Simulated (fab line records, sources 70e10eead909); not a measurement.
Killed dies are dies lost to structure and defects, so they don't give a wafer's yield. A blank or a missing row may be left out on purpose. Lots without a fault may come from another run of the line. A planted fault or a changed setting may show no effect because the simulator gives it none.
Chamber matching | flow nand_harc | NHARC_P_M1_PRE_CLEAN_32 on pecvd-02: 3 sister chambers
The step time 12 s. 3 wafers are shown with their chamber, then 8 later ones without.

WAFERS WITH THEIR CHAMBER
wafer  | chamber | heater_power_w (W)
L495.5 | 1       | 567
L495.6 | 0       | 646
L497.3 | 2       | 662

WAFERS WITHOUT THEIR CHAMBER
wafer  | heater_power_w (W)
L497.5 | 649
L497.6 | 663
L498.1 | 663
L498.2 | 639
L498.4 | 647
L499.1 | 575
L499.2 | 574
L499.4 | 551

WHICH CHAMBER EACH WENT THROUGH
wafer  | from the rows above     | in truth
L497.5 | can't be placed: 0 or 2 | 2
L497.6 | 2                       | 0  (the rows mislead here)
L498.1 | 2                       | 2
L498.2 | 0                       | 0
L498.4 | can't be placed: 0 or 2 | 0
L499.1 | 1                       | 1
L499.2 | 1                       | 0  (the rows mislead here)
L499.4 | 1                       | 1
Placed correctly: 4 of 8. Can't be placed from these rows: 2 (the true chamber is among the candidates in 2). Placed wrongly: 2.
How it was worked out, from the rows above alone: a wafer's distance from a chamber is the root of the sum, over the readings, of the square of ((its reading less the chamber's mean) divided by the reading's scatter). The wafer belongs to the nearest chamber; if the next one is less than 2 further off, it can't be placed. A chamber's mean is the mean of its shown wafers. The scatter: with one shown wafer a chamber, the root of the mean of the squares of how far each hidden wafer lies from its nearest shown one.
